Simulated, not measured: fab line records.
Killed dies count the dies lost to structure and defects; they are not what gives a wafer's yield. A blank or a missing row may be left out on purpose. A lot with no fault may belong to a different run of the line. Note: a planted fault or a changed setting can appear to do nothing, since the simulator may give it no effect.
Matching of chambers + flow n5-finfet + N5_PASSIVATION_PECVD_55 on pecvd-02 has 3 sister chambers
The step deposits SiO2 from SiH4/N2O, target thk 400 nm, time 22.5 s. 3 wafers are shown with their chamber, then 7 later ones without.

== WAFERS PAIRED WITH THEIR CHAMBERS ==
| wafer  | chamber | showerhead-plenum-p-Torr (Torr) |
|--------|---------|---------------------------------|
| L735.3 | 0       | 8.06                            |
| L738.3 | 1       | 8.01                            |
| L737.4 | 2       | 8.21                            |

== WAFERS WITHOUT THEIR CHAMBER ==
| wafer  | showerhead-plenum-p-Torr (Torr) |
|--------|---------------------------------|
| L737.6 | 8.01                            |
| L742.1 | 8.06                            |
| L742.3 | 8.21                            |
| L742.6 | 8.06                            |
| L750.3 | 8.05                            |
| L750.4 | 8.22                            |
| L750.6 | 8.21                            |

== WHICH CHAMBER EACH ONE RAN IN ==
| wafer  | from the rows above | in truth |
|--------|---------------------|----------|
| L737.6 | 1                   | 1        |
| L742.1 | 0                   | 0        |
| L742.3 | 2                   | 2        |
| L742.6 | 0                   | 0        |
| L750.3 | 0                   | 0        |
| L750.4 | 2                   | 2        |
| L750.6 | 2                   | 2        |
7 of 7 placed correctly. Number that these rows cannot place: 0. Number placed wrongly: 0.
How it was worked out, from the rows above alone: a wafer's distance from a chamber is the root of the sum, over the readings, of the square of ((its reading less the chamber's mean) divided by the reading's scatter). The wafer belongs to the nearest chamber; if the next one is less than 2 further off, it can't be placed. For every chamber, the mean is computed from those of its wafers that are shown. The scatter: with one shown wafer a chamber, the root of the mean of the squares of how far each hidden wafer lies from its nearest shown one.
